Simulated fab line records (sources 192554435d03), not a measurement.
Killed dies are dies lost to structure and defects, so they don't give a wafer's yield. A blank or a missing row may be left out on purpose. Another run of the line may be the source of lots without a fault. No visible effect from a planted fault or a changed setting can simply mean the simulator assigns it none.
fab line records	flow n5-finfet
record: lots: 7	wafers: 21
route steps=1938 shown BEOL_M0_SAQP@692 BEOL_M1@754 BEOL_M2@879 BEOL_M3@950 BEOL_M4@1027 BEOL_M5@1112
start-h: start of the lot's first displayed wafer, in hours after the record's first day	wait-h: hours elapsed since this lot's preceding step	" identical to the entry in the row above	L1.1+2: a single row standing in for several wafers	- no value, or no start was given	* or withheld: withheld	< > ~ a bound
route shown NAME@n: NAME is a module with steps in the file, n the number in the route of the first one	usual: mean/standard deviation of fault-free wafers	same: alike in all rows	chamber/n: place in a boat	sites: readings site by site	_std_site: their standard deviation	_edge_site: mean of outer sites minus mean of inner sites	radius-mm: for every site, how far away it sits from the centre of the wafer	mask NAME#n: copy n	behind: the tool/chamber that last shaped the wafer	hold: what put the lot on hold/how long, in hours/how the hold closed	device: names the non-switching transistor (n, p or np)	end of line: the same wafers' tests at the end of the route	for a step that has no rows: nothing shown but its recipe	killed: at the first sort, the dies lost to defects and structure; wafer yield is something else	map: the dies of a wafer, with x for killed, . for not killed, _ for no die there
set.NAME: setting as actually run; set.NAME@STEP: the setting as run at that earlier step	model.NAME: the simulator's own value behind a step, which no gauge read
lots where settings were altered on purpose, with a table for each step and a row for each wafer
== steps ==
step: N5_BEOL_M0_SAQP_DESCUM_45
recipe: chemistry: O2	time-s: 7	source-power-w: 50	bias-power-w: 20	pressure-mtorr: 20	rf-frequency-hz: 2.712e+07	temp-c: 40	resist: CAR-EUV	o2-flow-sccm: 225
lot.wafer	tool	chamber	start-h	wait-h	set.time-s	model.CAR-EUV_of_BEOL_M0_SAQP_COAT_34.thk-nm
L076.2+5	rie-diel-05	2,3	125.87	0.0	5.543	27
L076.4	"	1	"	"	7	26
L085.1	rie-diel-06	2	180.99	0.2	7	26
L085.2+4	"	0,1	"	"	7	26.2
L086.1	rie-diel-05	2	185.50	0.0	7.446	26
L086.5	"	2	"	"	7	26.2
L086.6	"	1	"	"	7.446	25.8
L087.1	rie-diel-06	1	187.61	0.0	7	26
L087.4+6	"	3,1	"	"	7.457	25.8
L091.2+3+4	rie-diel-06	2,1,3	213.08	0.2	7	26.2
L095.1+3	rie-diel-03	1,2	243.35	0.0	7.859	25.6
L095.4	"	0	"	"	7.859	25.8
L096.2	rie-diel-03	3	245.44	0.0	5.677	26.8
L096.3	"	0	"	"	7	26.2
L096.5	"	2	"	"	7	26
step: N5_BEOL_M1_HM_DEP_02
recipe: material: TiN	target-thk-a: 200	temp-c: 25	chamber-pressure-pa: 0.49996
lot.wafer	tool	chamber	start-h	wait-h	set.target-thk-a	model.TiN_of_BEOL_M1_HM_DEP_02.thk-nm
L076.2+5	pvd-sputter-03	-	133.82	0.7	200	19.6
L076.4	"	-	"	"	200	19.8
L085.1	pvd-sputter-03	-	190.41	0.5	200	20
L085.2	"	-	"	"	200	19.8
L085.4	"	-	"	"	200	19.6
L086.1+6	pvd-sputter-01	-	193.65	1.4	181.4	18.2
L086.5	"	-	"	"	200	20
L087.1+4+6	pvd-sputter-03	-	196.53	1.9	200	19.2
L091.2	pvd-sputter-01	-	221.18	1.0	200	20
L091.3+4	"	-	"	"	200	20.2
L095.1	pvd-sputter-03	-	252.05	0.5	200	20.4
L095.3+4	"	-	"	"	200	20
L096.2	pvd-sputter-01	-	255.89	1.5	190.7	19.4
L096.3+5	"	-	"	"	200	20.4
step: N5_BEOL_M1_EXPOSE_08
recipe: mask-id: M1	na: 0.33	source-shape: dipole	sigma-inner: 0.369	sigma-outer: 0.767	polarization: unpolarized	dose-mj: 33
lot.wafer	tool	chamber	start-h	wait-h	mask	set.dose-mj
L076.2+5	euv-scanner-01	0	134.12	-	M1#0	31.15
L076.4	"	0	"	"	M1#0	33
L085.1+2+4	euv-scanner-02	0	190.67	-	M1#0	33
L086.1+5+6	euv-scanner-02	0	193.92	-	M1#0	31.14
L087.1	euv-scanner-02	0	196.79	-	M1#0	34.97
L087.4+6	"	0	"	"	M1#0	33
L091.2+3	euv-scanner-02	0	221.45	-	M1#0	33.75
L091.4	"	0	"	"	M1#0	33
L095.1+3	euv-scanner-01	0	252.49	-	M1#0	33
L095.4	"	0	"	"	M1#0	34.83
L096.2+3	euv-scanner-02	0	256.29	-	M1#0	33
L096.5	"	0	"	"	M1#0	30.87
step: N5_BEOL_M1_PEB_09
recipe: peb-temp-c: 100	peb-time-s: 60	resist: CAR-EUV
step: N5_BEOL_M1_DEVELOP_10
recipe: develop-time-s: 30	developer: TMAH	resist: CAR-EUV	rinse-liquid: surfactant-rinse	dry: air-spin	dev-temp-c: 23
step: N5_BEOL_M1_CD_MEAS_11
recipe: target-cd-nm: 17.05	landing-energy-ev: 500	detector: se-inlens	polarity: opening
usual: cd-nm: 17.13/0.22
lot.wafer	tool	chamber	start-h	wait-h	set.dose-mj@BEOL_M1_EXPOSE_08	cd-nm
L076.2	cd-sem-03	0	134.24	-	31.15	16.06
L076.4	"	0	"	"	33	16.65
L076.5	"	0	"	"	31.15	15.60
L085.1	cd-sem-01	0	190.80	-	33	16.99
L085.2	"	0	"	"	33	16.88
L085.4	"	0	"	"	33	17.07
L086.1	cd-sem-01	0	194.05	-	31.14	16.11
L086.5	"	0	"	"	31.14	15.73
L086.6	"	0	"	"	31.14	16.06
L087.1	cd-sem-01	0	196.92	-	34.97	18.08
L087.4	"	0	"	"	33	17.39
L087.6	"	0	"	"	33	17.24
L091.2	cd-sem-02	0	221.57	-	33.75	17.77
L091.3	"	0	"	"	33.75	17.32
L091.4	"	0	"	"	33	17.01
L095.1	cd-sem-03	0	252.62	-	33	17.34
L095.3	"	0	"	"	33	17.09
L095.4	"	0	"	"	34.83	18.19
L096.2	cd-sem-02	0	256.41	-	33	17.01
L096.3	"	0	"	"	33	16.92
L096.5	"	0	"	"	30.87	15.28
step: N5_BEOL_M1_DESCUM_16
recipe: chemistry: O2	time-s: 7	source-power-w: 50	bias-power-w: 20	pressure-mtorr: 20	rf-frequency-hz: 2.712e+07	temp-c: 40	resist: CAR-EUV	o2-flow-sccm: 225
step: N5_BEOL_M1_ETCH_74
recipe: chemistry: N2/H2	target: underlayer	target-depth-a: 65	mask-material: CAR-EUV	time-s: 5.2	ion-energy-ev: 200	pressure-mtorr: 30	source-w: 840	bias-w: 150	n2-flow-sccm: 200	h2-flow-sccm: 200	ends: cleared
lot.wafer	tool	chamber	start-h	wait-h	set.dose-mj@BEOL_M1_EXPOSE_08	model.BEOL_M1.cd-offset-nm
L076.2	rie-diel-03	2	134.40	0.0	31.15	-0.8
L076.4	"	3	"	"	33	-0.6
L076.5	"	1	"	"	31.15	-1
L085.1	rie-diel-05	0	190.95	0.0	33	0
L085.2+4	"	3,1	"	"	33	0.2
L086.1+5	rie-diel-06	0	194.67	0.0	31.14	-1.4
L086.6	"	3	"	"	31.14	-1.2
L087.1	rie-diel-06	1	198.24	0.0	34.97	1.2
L087.4	"	3	"	"	33	0
L087.6	"	1	"	"	33	0.2
L091.2	rie-diel-06	3	221.73	0.0	33.75	0.4
L091.3	"	2	"	"	33.75	0
L091.4	"	1	"	"	33	0
L095.1	rie-diel-03	2	253.92	0.0	33	0.4
L095.3	"	3	"	"	33	-0.2
L095.4	"	0	"	"	34.83	1.4
L096.2	rie-diel-05	0	256.90	0.0	33	-0.2
L096.3	"	3	"	"	33	0.2
L096.5	"	3	"	"	30.87	-1.2
step: N5_BEOL_M1_ETCH_63
recipe: chemistry: CF4	target: SiARC	target-depth-a: 156	mask-material: CAR-EUV	time-s: 26	ion-energy-ev: 80	pressure-mtorr: 40	source-w: 545	bias-w: 36	Ar_flow_sccm: 100	cf4-flow-sccm: 100	ends: cleared
lot.wafer	tool	chamber	start-h	wait-h	set.dose-mj@BEOL_M1_EXPOSE_08	model.BEOL_M1.cd-offset-nm
L076.2+5	rie-diel-03	2,1	134.42	0.0	31.15	-1
L076.4	"	3	"	"	33	-0.6
L085.1	rie-diel-05	0	190.97	0.0	33	-0.2
L085.2	"	3	"	"	33	0
L085.4	"	1	"	"	33	0.2
L086.1+5	rie-diel-06	0	194.69	0.0	31.14	-1.4
L086.6	"	3	"	"	31.14	-1.2
L087.1	rie-diel-06	1	198.26	0.0	34.97	1.2
L087.4	"	3	"	"	33	0
L087.6	"	1	"	"	33	0.2
L091.2	rie-diel-06	3	221.75	0.0	33.75	0.4
L091.3	"	2	"	"	33.75	0.2
L091.4	"	1	"	"	33	0
L095.1	rie-diel-03	2	253.94	0.0	33	0.4
L095.3	"	3	"	"	33	-0.2
L095.4	"	0	"	"	34.83	1.4
L096.2	rie-diel-05	0	256.91	0.0	33	-0.2
L096.3	"	3	"	"	33	0.2
L096.5	"	3	"	"	30.87	-1.4
step: N5_BEOL_M1_ETCH_64
recipe: chemistry: N2/H2	target: SOC	target-depth-a: 750	overetch-a: 150	mask-material: SiARC	temp-c: 40	time-s: 112.5	ion-energy-ev: 200	pressure-mtorr: 30	source-w: 840	bias-w: 150	n2-flow-sccm: 200	h2-flow-sccm: 200
usual: rf-vpp-V: 522.7/2.5
lot.wafer	tool	chamber	start-h	wait-h	set.bias-w	set.dose-mj@BEOL_M1_EXPOSE_08	rf-vpp-V	model.BEOL_M1.cd-offset-nm	model.SiARC_of_BEOL_M1_COAT_62.thk-nm
L076.2	rie-diel-03	2	134.44	0.0	125.4	31.15	465.2	-1	8
L076.4	"	3	"	"	125.4	33	463.7	-0.6	7.8
L076.5	"	1	"	"	150	31.15	525.4	-1	6.6
L085.1	rie-diel-05	0	191.00	0.0	150	33	525.3	0.2	6.6
L085.2	"	3	"	"	150	33	524.7	0	7
L085.4	"	1	"	"	150	33	526.2	0	6.4
L086.1	rie-diel-06	0	194.72	0.0	172.5	31.14	570.6	-1.4	6
L086.5	"	0	"	"	150	31.14	522.8	-1.4	6.8
L086.6	"	3	"	"	172.5	31.14	568.6	-1.2	5.6
L087.1	rie-diel-06	1	198.29	0.0	176.4	34.97	577.4	1.2	5.8
L087.4	"	3	"	"	176.4	33	576.7	-0.2	5.4
L087.6	"	1	"	"	150	33	521.1	0.2	7
L091.2	rie-diel-06	3	221.78	0.0	157.3	33.75	538.5	0.2	6.2
L091.3	"	2	"	"	157.3	33.75	544.7	0.6	6
L091.4	"	1	"	"	157.3	33	535.8	0.2	6.6
L095.1	rie-diel-03	2	253.96	0.0	138	33	492.6	0.2	7.4
L095.3	"	3	"	"	150	33	520.3	-0.2	6.8
L095.4	"	0	"	"	150	34.83	522.9	1	6.8
L096.2	rie-diel-05	0	256.94	0.0	150	33	525.5	0.2	6.8
L096.3	"	3	"	"	150	33	525.1	0.4	7
L096.5	"	3	"	"	150	30.87	526.1	-1.2	7
step: N5_BEOL_M1_STRIP_65
recipe: chemistry: N2/H2	temp-c: 40	n2-flow-sccm: 200	h2-flow-sccm: 200	rf-frequency-hz: 6e+07
step: N5_BEOL_M1_STRIP_75
recipe: chemistry: N2/H2	temp-c: 40	n2-flow-sccm: 200	h2-flow-sccm: 200	rf-frequency-hz: 6e+07
step: N5_BEOL_M1_STRIP_66
recipe: chemistry: CF4	resist: SiARC	power-w: 300	bias-power-w: 75	pressure-mtorr: 50	cf4-flow-sccm: 150	rf-frequency-hz: 6e+07
step: N5_BEOL_M1_HM_OPEN_17
recipe: chemistry: Cl2/BCl3	target-depth-a: 200	overetch-a: 60	target: TiN	mask-material: SOC	ion-energy-ev: 150	pressure-mtorr: 10	icp-w: 1000	bias-w: 126	Cl2_flow_sccm: 53.25	bcl3-flow-sccm: 21.75	Ar_flow_sccm: 25
lot.wafer	tool	chamber	start-h	wait-h	set.target-thk-a@BEOL_M1_HM_DEP_02	model.etch.depth-nm
L076.2	rie-metal-02	1	134.64	0.1	200	19.5
L076.4	"	1	"	"	200	19.72
L076.5	"	1	"	"	200	19.54
L085.1	rie-metal-03	1	191.17	0.0	200	19.91
L085.2	"	0	"	"	200	19.71
L085.4	"	1	"	"	200	19.54
L086.1	rie-metal-03	0	194.89	0.0	181.4	18.11
L086.5	"	0	"	"	200	19.98
L086.6	"	1	"	"	181.4	18.27
L087.1	rie-metal-02	1	198.46	0.0	200	19.22
L087.4	"	1	"	"	200	19.26
L087.6	"	0	"	"	200	19.16
L091.2	rie-metal-01	1	221.94	0.0	200	20.01
L091.3	"	0	"	"	200	20.14
L091.4	"	1	"	"	200	20.22
L095.1	rie-metal-03	1	254.13	0.0	200	20.36
L095.3	"	1	"	"	200	19.95
L095.4	"	0	"	"	200	19.94
L096.2	rie-metal-03	1	257.11	0.0	190.7	19.42
L096.3	"	1	"	"	200	20.49
L096.5	"	0	"	"	200	20.31
step: N5_BEOL_M2_DESCUM_33
recipe: chemistry: O2	time-s: 7	source-power-w: 50	bias-power-w: 20	pressure-mtorr: 20	rf-frequency-hz: 2.712e+07	temp-c: 40	resist: CAR-EUV	o2-flow-sccm: 225
lot.wafer	tool	chamber	start-h	wait-h	set.time-s	model.CAR-EUV_of_BEOL_M2_COAT_22.thk-nm
L076.2	rie-diel-01	3	143.48	0.0	8.331	25.4
L076.4	"	2	"	"	7	26
L076.5	"	2	"	"	8.331	25.2
L085.1+2+4	rie-diel-01	2,0,3	210.19	0.0	7	26
L086.1+5	rie-diel-04	2,1	214.30	0.0	7	26
L086.6	"	2	"	"	6.569	26.2
L087.1+4+6	rie-diel-01	3,2,1	218.15	0.1	7	26.2
L091.2+3+4	rie-diel-04	2,3,2	251.79	0.0	7	26
L095.1+3+4	rie-diel-01	2,3,1	273.16	0.0	7	26
L096.2	rie-diel-04	1	273.56	0.0	7	26.4
L096.3+5	"	3,2	"	"	7	26.2
step: N5_BEOL_M3_ETCH_64
recipe: chemistry: N2/H2	target: SOC	target-depth-a: 750	overetch-a: 150	mask-material: SiARC	temp-c: 40	time-s: 112.5	ion-energy-ev: 200	pressure-mtorr: 30	source-w: 840	bias-w: 150	n2-flow-sccm: 200	h2-flow-sccm: 200
lot.wafer	tool	chamber	start-h	wait-h	set.time-s	model.SiARC_of_BEOL_M3_COAT_62.thk-nm
L076.2	rie-diel-05	3	166.23	0.0	123.3	6.2
L076.4+5	"	0	"	"	112.5	6.6
L085.1	rie-diel-03	1	221.00	0.0	112.5	6.6
L085.2+4	"	3,2	"	"	112.5	6.8
L086.1+5+6	rie-diel-03	0,3,0	221.63	0.0	112.5	6.8
L087.1	rie-diel-05	3	231.30	0.0	112.5	7
L087.4	"	0	"	"	96.81	7.4
L087.6	"	1	"	"	96.81	7.2
L091.2	rie-diel-05	2	261.77	0.0	112.5	7.2
L091.3	"	0	"	"	112.5	6.6
L091.4	"	3	"	"	102.2	7.4
L095.1	rie-diel-03	2	286.62	0.0	133.8	5.8
L095.3	"	3	"	"	112.5	6.8
L095.4	"	1	"	"	112.5	6.6
L096.2	rie-diel-03	1	290.10	0.0	112.5	6.6
L096.3	"	0	"	"	112.5	6.8
L096.5	"	3	"	"	135.3	5.8
step: N5_BEOL_M4_COAT_73
recipe: resist: underlayer	temp-c: 205	time-s: 60	spin-rpm: 1500	resist-thk-nm: 5
lot.wafer	tool	chamber	start-h	wait-h	set.spin-rpm
L076.2+4+5	litho-track-02	0	-	-	1500
L086.1+6	litho-track-02	0	-	-	1447
L086.5	"	0	"	"	1500
L085.1+2+4	litho-track-05	0	-	-	1500
L087.1	litho-track-03	0	-	-	1455
L087.4+6	"	0	"	"	1500
L091.2+4	litho-track-03	0	-	-	1500
L091.3	"	0	"	"	1378
L095.1+4	litho-track-05	0	-	-	1500
L095.3	"	0	"	"	1665
L096.2+5	litho-track-03	0	-	-	1500
L096.3	"	0	"	"	1368
step: N5_BEOL_M4_COAT_05
recipe: resist: CAR-EUV	spin-rpm: 1500	resist-thk-nm: 30
lot.wafer	tool	chamber	start-h	wait-h	set.spin-rpm	model.CAR-EUV_of_BEOL_M4_COAT_05.thk-nm
L076.2	litho-track-02	0	-	-	1500	30.2
L076.4+5	"	0	"	"	1500	30
L086.1+5	litho-track-02	0	-	-	1500	30
L086.6	"	0	"	"	1403	31
L085.1+2+4	litho-track-05	0	-	-	1500	30
L087.1+6	litho-track-03	0	-	-	1500	30
L087.4	"	0	"	"	1585	29.2
L091.2+3+4	litho-track-03	0	-	-	1500	30
L095.1+3	litho-track-05	0	-	-	1454	30.4
L095.4	"	0	"	"	1500	30
L096.2+3+5	litho-track-03	0	-	-	1500	30
step: N5_BEOL_M4_EBR_07
recipe: solvent: PGMEA	ebr-width-mm: 1.5
step: N5_BEOL_M4_SOFTBAKE_06
recipe: temp-c: 110	time-s: 60	resist: CAR-EUV
step: N5_BEOL_M4_EXPOSE_08
recipe: mask-id: M4	na: 0.33	source-shape: dipole	sigma-inner: 0.369	sigma-outer: 0.767	polarization: unpolarized	dose-mj: 41.25
step: N5_BEOL_M4_PEB_09
recipe: peb-temp-c: 100	peb-time-s: 60	resist: CAR-EUV
step: N5_BEOL_M4_DEVELOP_10
recipe: develop-time-s: 30	developer: TMAH	resist: CAR-EUV	rinse-liquid: surfactant-rinse	dry: air-spin	dev-temp-c: 23
lot.wafer	tool	chamber	start-h	wait-h	set.spin-rpm@BEOL_M4_COAT_05	model.CAR-EUV_of_BEOL_M4_COAT_05.thk-nm
L076.2+4+5	litho-track-05	0	-	-	1500	29.6
L086.1+5	litho-track-05	0	-	-	1500	29.4
L086.6	"	0	"	"	1403	30.4
L085.1+2+4	litho-track-03	0	-	-	1500	29.6
L087.1+6	litho-track-03	0	-	-	1500	29.6
L087.4	"	0	"	"	1585	28.8
L091.2+4	litho-track-02	0	-	-	1500	29.6
L091.3	"	0	"	"	1500	29.4
L095.1	litho-track-03	0	-	-	1454	29.8
L095.3	"	0	"	"	1454	30
L095.4	"	0	"	"	1500	29.6
L096.2	litho-track-02	0	-	-	1500	29.4
L096.3+5	"	0	"	"	1500	29.6
step: N5_BEOL_M4_DESCUM_16
recipe: chemistry: O2	time-s: 7	source-power-w: 50	bias-power-w: 20	pressure-mtorr: 20	rf-frequency-hz: 2.712e+07	temp-c: 40	resist: CAR-EUV	o2-flow-sccm: 225
lot.wafer	tool	chamber	start-h	wait-h	set.spin-rpm@BEOL_M4_COAT_05	model.CAR-EUV_of_BEOL_M4_COAT_05.thk-nm
L076.2+4+5	rie-diel-02	2,1,3	175.40	0.0	1500	26.2
L086.1+5	rie-diel-04	3,0	235.71	0.0	1500	26
L086.6	"	2	"	"	1403	27
L085.1+2	rie-diel-01	1,3	242.05	0.0	1500	26.2
L085.4	"	2	"	"	1500	26
L087.1+6	rie-diel-04	3,0	250.87	0.0	1500	26
L087.4	"	3	"	"	1585	25.4
L091.2+3+4	rie-diel-01	2,3,0	273.42	0.0	1500	26
L095.1+3	rie-diel-02	0,3	299.76	0.2	1454	26.4
L095.4	"	1	"	"	1500	26
L096.2+3+5	rie-diel-01	2,3,0	303.76	0.0	1500	26
step: N5_BEOL_M4_ETCH_74
recipe: chemistry: N2/H2	target: underlayer	target-depth-a: 65	mask-material: CAR-EUV	time-s: 5.2	ion-energy-ev: 200	pressure-mtorr: 30	source-w: 840	bias-w: 150	n2-flow-sccm: 200	h2-flow-sccm: 200	ends: cleared
lot.wafer	tool	chamber	start-h	wait-h	set.spin-rpm@BEOL_M4_COAT_73	model.etch.depth-nm
L076.2	rie-diel-02	2	175.44	0.0	1500	5.006
L076.4	"	1	"	"	1500	5.008
L076.5	"	3	"	"	1500	5.017
L086.1	rie-diel-04	3	235.74	0.0	1447	5.12
L086.5	"	0	"	"	1500	5.018
L086.6	"	2	"	"	1447	5.115
L085.1	rie-diel-01	1	242.08	0.0	1500	4.998
L085.2	"	3	"	"	1500	5.009
L085.4	"	2	"	"	1500	4.997
L087.1	rie-diel-04	3	250.90	0.0	1455	5.081
L087.4	"	3	"	"	1500	4.999
L087.6	"	0	"	"	1500	4.992
L091.2	rie-diel-01	2	273.45	0.0	1500	5.003
L091.3	"	3	"	"	1378	5.207
L091.4	"	0	"	"	1500	4.986
L095.1	rie-diel-02	0	299.80	0.0	1500	5.024
L095.3	"	3	"	"	1665	4.756
L095.4	"	1	"	"	1500	5.028
L096.2	rie-diel-01	2	303.80	0.0	1500	4.999
L096.3	"	3	"	"	1368	5.238
L096.5	"	0	"	"	1500	4.997
step: N5_BEOL_M5_ILD_DEP_00
recipe: material: SiCOH_lowk	target-thk-a: 1406.4	temp-c: 300	precursor: DEMS/porogen	pressure-torr: 5	rf-w: 500	time-s: 25.9
lot.wafer	tool	chamber	start-h	wait-h	set.time-s	model.SiCOH_lowk_of_BEOL_M5_ILD_DEP_00.thk-nm
L076.2	pecvd-04	1	194.47	0.7	24.33	131.6
L076.4	"	0	"	"	24.33	132.4
L076.5	"	1	"	"	25.9	143.4
L086.1	pecvd-02	1	248.56	0.8	25.9	136.4
L086.5	"	2	"	"	23.37	130.4
L086.6	"	0	"	"	25.9	140.8
L085.1	pecvd-02	0	251.75	0.8	25.9	140.8
L085.2	"	1	"	"	25.9	139.8
L085.4	"	0	"	"	25.9	144.6
L087.1	pecvd-04	0	263.32	0.8	25.9	140
L087.4	"	2	"	"	28.6	155.6
L087.6	"	0	"	"	25.9	141.8
L091.2	pecvd-02	0	285.79	0.7	29.51	158.2
L091.3	"	1	"	"	29.51	155.8
L091.4	"	1	"	"	25.9	140.2
L095.1+4	pecvd-04	1,0	310.55	0.8	25.9	140.4
L095.3	"	2	"	"	25.9	139.4
L096.2+3	pecvd-02	0,1	315.34	0.7	27.06	144.6
L096.5	"	1	"	"	25.9	138.8
step: N5_BEOL_M5_CURE_79
recipe: temp-c: 385	time-s: 240	ambient: He/Ar	material: SiCOH_lowk
lot.wafer	tool	chamber	start-h	wait-h	set.time-s@BEOL_M5_ILD_DEP_00	model.SiCOH_lowk_of_BEOL_M5_ILD_DEP_00.thk-nm
L076.2	uv-cure-02	2	194.61	0.1	24.33	113.2
L076.4	"	2	"	"	24.33	113.8
L076.5	"	2	"	"	25.9	123.4
L086.1	uv-cure-01	1	248.62	0.0	25.9	117.4
L086.5	"	1	"	"	23.37	112.2
L086.6	"	1	"	"	25.9	121.2
L085.1	uv-cure-02	1	251.81	0.0	25.9	121
L085.2	"	1	"	"	25.9	120.4
L085.4	"	1	"	"	25.9	124.4
L087.1	uv-cure-03	0	263.38	0.0	25.9	120.4
L087.4	"	0	"	"	28.6	134
L087.6	"	0	"	"	25.9	122
L091.2	uv-cure-03	2	285.93	0.1	29.51	136.4
L091.3	"	2	"	"	29.51	134.2
L091.4	"	2	"	"	25.9	120.6
L095.1+4	uv-cure-03	2	310.61	0.0	25.9	120.8
L095.3	"	2	"	"	25.9	119.8
L096.2	uv-cure-03	0	315.48	0.1	27.06	124.4
L096.3	"	0	"	"	27.06	124.6
L096.5	"	0	"	"	25.9	119.4
step: N5_BEOL_M5_THK_MEAS_01
recipe: reads: SiCOH_lowk_of_BEOL_M5_ILD_DEP_00
usual: M5_ILD_THK: 120.8/1.8
lot.wafer	tool	chamber	start-h	wait-h	set.time-s@BEOL_M5_ILD_DEP_00	M5_ILD_THK[nm]
L076.2	film-metro-02	-	195.04	0.4	24.33	113.1
L076.4	"	-	"	"	24.33	113.8
L076.5	"	-	"	"	25.9	123.4
L086.1	film-metro-01	-	249.15	0.4	25.9	117.2
L086.5	"	-	"	"	23.37	112.1
L086.6	"	-	"	"	25.9	121.3
L085.1	film-metro-01	-	252.32	0.4	25.9	121.1
L085.2	"	-	"	"	25.9	120.4
L085.4	"	-	"	"	25.9	124.4
L087.1	film-metro-01	-	263.90	0.4	25.9	120.4
L087.4	"	-	"	"	28.6	133.9
L087.6	"	-	"	"	25.9	122.0
L091.2	film-metro-01	-	286.36	0.4	29.51	136.4
L091.3	"	-	"	"	29.51	134.2
L091.4	"	-	"	"	25.9	120.6
L095.1	film-metro-02	-	311.13	0.4	25.9	120.6
L095.3	"	-	"	"	25.9	119.9
L095.4	"	-	"	"	25.9	120.8
L096.2	film-metro-02	-	315.91	0.4	27.06	124.6
L096.3	"	-	"	"	27.06	124.5
L096.5	"	-	"	"	25.9	119.4
== key ==
split: step: N5_BEOL_M0_SAQP_DESCUM_45	setting: time-s	stated: 7	by: wafer
response: step: N5_BEOL_M0_SAQP_DESCUM_45	reading: model.CAR-EUV_of_BEOL_M0_SAQP_COAT_34.thk-nm	change: -0.0426	per: 1%	r: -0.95
split: step: N5_BEOL_M1_HM_DEP_02	setting: target-thk-a	stated: 200	by: wafer
response: step: N5_BEOL_M1_HM_DEP_02	reading: model.TiN_of_BEOL_M1_HM_DEP_02.thk-nm	change: +0.198	per: 1%	r: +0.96
response: step: N5_BEOL_M1_HM_OPEN_17	reading: model.etch.depth-nm	change: +0.196	per: 1%	r: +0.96
split: step: N5_BEOL_M1_EXPOSE_08	setting: dose-mj	stated: 33	by: wafer
response: step: N5_BEOL_M1_CD_MEAS_11	reading: cd-nm	change: +0.184	per: 1%	r: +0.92
response: step: N5_BEOL_M1_ETCH_74	reading: model.BEOL_M1.cd-offset-nm	change: +0.164	per: 1%	r: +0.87
response: step: N5_BEOL_M1_ETCH_63	reading: model.BEOL_M1.cd-offset-nm	change: +0.178	per: 1%	r: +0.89
response: step: N5_BEOL_M1_ETCH_64	reading: model.BEOL_M1.cd-offset-nm	change: +0.173	per: 1%	r: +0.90
split: step: N5_BEOL_M1_ETCH_64	setting: bias-w	stated: 150	by: wafer
response: step: N5_BEOL_M1_ETCH_64	reading: rf-vpp-V	change: +3.36	per: 1%	r: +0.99
response: step: N5_BEOL_M1_ETCH_64	reading: model.SiARC_of_BEOL_M1_COAT_62.thk-nm	change: -0.0758	per: 1%	r: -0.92
split: step: N5_BEOL_M2_DESCUM_33	setting: time-s	stated: 7	by: wafer
response: step: N5_BEOL_M2_DESCUM_33	reading: model.CAR-EUV_of_BEOL_M2_COAT_22.thk-nm	change: -0.0364	per: 1%	r: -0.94
split: step: N5_BEOL_M3_ETCH_64	setting: time-s	stated: 112.5	by: wafer
response: step: N5_BEOL_M3_ETCH_64	reading: model.SiARC_of_BEOL_M3_COAT_62.thk-nm	change: -0.042	per: 1%	r: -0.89
split: step: N5_BEOL_M4_COAT_73	setting: spin-rpm	stated: 1500	by: wafer
response: step: N5_BEOL_M4_ETCH_74	reading: model.etch.depth-nm	change: -0.0259	per: 1%	r: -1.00
split: step: N5_BEOL_M4_COAT_05	setting: spin-rpm	stated: 1500	by: wafer
response: step: N5_BEOL_M4_COAT_05	reading: model.CAR-EUV_of_BEOL_M4_COAT_05.thk-nm	change: -0.147	per: 1%	r: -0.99
response: step: N5_BEOL_M4_DEVELOP_10	reading: model.CAR-EUV_of_BEOL_M4_COAT_05.thk-nm	change: -0.143	per: 1%	r: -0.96
response: step: N5_BEOL_M4_DESCUM_16	reading: model.CAR-EUV_of_BEOL_M4_COAT_05.thk-nm	change: -0.133	per: 1%	r: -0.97
split: step: N5_BEOL_M5_ILD_DEP_00	setting: time-s	stated: 25.9	by: wafer
response: step: N5_BEOL_M5_ILD_DEP_00	reading: model.SiCOH_lowk_of_BEOL_M5_ILD_DEP_00.thk-nm	change: +1.24	per: 1%	r: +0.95
response: step: N5_BEOL_M5_CURE_79	reading: model.SiCOH_lowk_of_BEOL_M5_ILD_DEP_00.thk-nm	change: +1.08	per: 1%	r: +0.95
response: step: N5_BEOL_M5_THK_MEAS_01	reading: M5_ILD_THK	change: +1.07	per: 1%	r: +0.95
